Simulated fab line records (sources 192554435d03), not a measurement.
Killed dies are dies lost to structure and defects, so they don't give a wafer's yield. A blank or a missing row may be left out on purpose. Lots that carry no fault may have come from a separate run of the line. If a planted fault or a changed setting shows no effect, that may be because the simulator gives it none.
Chamber matching + flow n5-finfet + 4 sister chambers for N5_DUMMY_GATE_HM_OPEN_21 on rie-diel-01
The step chemistry CH3F/O2, target SiNx, target depth 120 nm, time 171.4 s. 14 wafers are shown with their chamber, then 7 later ones without.

WAFERS, EACH WITH ITS CHAMBER
| wafer  | chamber | oes-product-au (a.u.) | showerhead-plenum-p-Torr (Torr) | throttle-valve-pct (%) |
|--------|---------|-----------------------|---------------------------------|------------------------|
| L074.2 | 1       | 0.82                  | 2.04                            | 16.25                  |
| L074.4 | 1       | 0.82                  | 2.04                            | 16.26                  |
| L074.6 | 0       | 0.69                  | 2.08                            | 16.50                  |
| L082.3 | 0       | 0.68                  | 2.08                            | 16.53                  |
| L082.5 | 1       | 0.80                  | 2.03                            | 16.27                  |
| L082.6 | 0       | 0.68                  | 2.08                            | 16.53                  |
| L083.3 | 0       | 0.68                  | 2.08                            | 16.53                  |
| L083.4 | 1       | 0.80                  | 2.03                            | 16.27                  |
| L083.6 | 1       | 0.80                  | 2.03                            | 16.27                  |
| L085.2 | 3       | 0.75                  | 1.94                            | 16.58                  |
| L085.3 | 0       | 0.68                  | 2.07                            | 16.54                  |
| L085.6 | 1       | 0.80                  | 2.03                            | 16.27                  |
| L086.2 | 3       | 0.75                  | 1.94                            | 16.56                  |
| L086.3 | 2       | 0.94                  | 2.07                            | 16.18                  |

SIGNATURES (averages over the wafers above)
| reading                  | chamber 0 | chamber 1 | chamber 2 | chamber 3 | scatter within a chamber |
|--------------------------|-----------|-----------|-----------|-----------|--------------------------|
| oes-product-au           | 0.6820    | 0.8067    | 0.9400    | 0.7500    | 0.00783                  |
| showerhead-plenum-p-Torr | 2.0780    | 2.0333    | 2.0700    | 1.9400    | 0.00462                  |
| throttle-valve-pct       | 16.5260   | 16.2650   | 16.1800   | 16.5700   | 0.0121                   |
Rule: distance of a wafer from a chamber = root of the sum over the readings of ((wafer's reading minus chamber's mean) / reading's scatter) squared. The wafer belongs to the nearest chamber; if the next one is less than 2 further off, it can't be placed. The scatter is the square root of a quotient: the sum, over the shown wafers, of each reading's squared deviation from its chamber's mean, divided by wafers minus chambers.

WAFERS WITH NO CHAMBER GIVEN
| wafer  | oes-product-au (a.u.) | showerhead-plenum-p-Torr (Torr) | throttle-valve-pct (%) |
|--------|-----------------------|---------------------------------|------------------------|
| L086.6 | 0.94                  | 2.07                            | 16.15                  |
| L088.2 | 0.80                  | 2.03                            | 16.28                  |
| L088.4 | 0.75                  | 1.94                            | 16.56                  |
| L088.6 | 0.94                  | 2.07                            | 16.19                  |
| L094.1 | 0.91                  | 2.06                            | 16.20                  |
| L094.4 | 0.78                  | 2.02                            | 16.29                  |
| L094.6 | 0.97                  | 2.07                            | 16.08                  |

THE CHAMBER EACH PASSED THROUGH
| wafer  | from the rows above | in truth                   |
|--------|---------------------|----------------------------|
| L086.6 | 2                   | 2                          |
| L088.2 | 1                   | 1                          |
| L088.4 | 3                   | 3                          |
| L088.6 | 2                   | 2                          |
| L094.1 | 2                   | 2                          |
| L094.4 | 1                   | 1                          |
| L094.6 | 2                   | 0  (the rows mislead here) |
Correctly placed: 6 of 7. Left unplaced by these rows: 0. Wrongly placed: 1.
